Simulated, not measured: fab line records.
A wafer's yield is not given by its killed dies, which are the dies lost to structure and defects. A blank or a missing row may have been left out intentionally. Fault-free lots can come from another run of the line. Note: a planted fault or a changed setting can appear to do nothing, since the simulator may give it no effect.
Matching of chambers	flow nand_harc	4 sister chambers for NHARC_P_ZERO_WELL_DESCUM_54 on rie_diel-01
The step chemistry O2, time 3 s. 14 wafers are shown with their chamber, then 7 later ones without.

== WAFERS PAIRED WITH THEIR CHAMBERS ==
wafer	chamber	drypump_motor_current_A (A)	rf_vpp_V (V)	oes_product_au (a.u.)
L076.2	3	5.2	59.5	0.996
L076.4	1	6.0	56.9	1.011
L076.5	1	6.0	56.5	1.008
L084.1	2	6.7	57.4	1.010
L084.3	3	5.2	57.7	1.005
L084.6	0	6.7	57.4	1.004
L088.1	0	6.7	59.0	1.011
L088.4	1	6.0	57.6	1.015
L088.5	2	6.7	57.1	1.008
L091.1	2	6.7	56.4	1.009
L091.2	0	6.7	58.2	1.011
L091.5	3	5.3	58.5	1.011
L093.1	0	6.7	58.8	1.004
L093.2	2	6.8	57.7	1.006

SIGNATURES (averages over the wafers above)
reading	chamber 0	chamber 1	chamber 2	chamber 3	scatter within a chamber
drypump_motor_current_A	6.700	6.000	6.725	5.233	0.0376
rf_vpp_V	58.350	57.000	57.150	58.567	0.688
oes_product_au	1.00750	1.01133	1.00825	1.00400	0.00443
Rule: a wafer lies at a distance from a chamber equal to the root of the sum of squares, over the readings, of (its reading less the chamber's mean, divided by the reading's scatter). The wafer belongs to the nearest chamber; if the next one is less than 2 further off, it can't be placed. The scatter is the square root of a quotient: the sum, over the shown wafers, of each reading's squared deviation from its chamber's mean, divided by wafers minus chambers.

== WAFERS MISSING THEIR CHAMBER ==
wafer	drypump_motor_current_A (A)	rf_vpp_V (V)	oes_product_au (a.u.)
L093.6	5.2	57.9	1.010
L096.2	6.7	57.2	1.003
L096.4	6.8	57.9	1.001
L096.6	5.2	57.7	0.993
L097.1	6.7	59.1	0.995
L097.2	6.7	57.6	0.999
L097.4	6.0	58.2	0.996

== CHAMBER TAKEN BY EACH ==
wafer	from the rows above	in truth
L093.6	3	3
L096.2	can't be placed: 2 or 0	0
L096.4	can't be placed: 2 or 0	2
L096.6	3	3
L097.1	can't be placed: 0 or 2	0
L097.2	can't be placed: 0 or 2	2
L097.4	1	1
Correctly placed: 3 of 7. These rows do not allow placing 4 (true chamber among the candidates in 4). 0 placed wrongly.
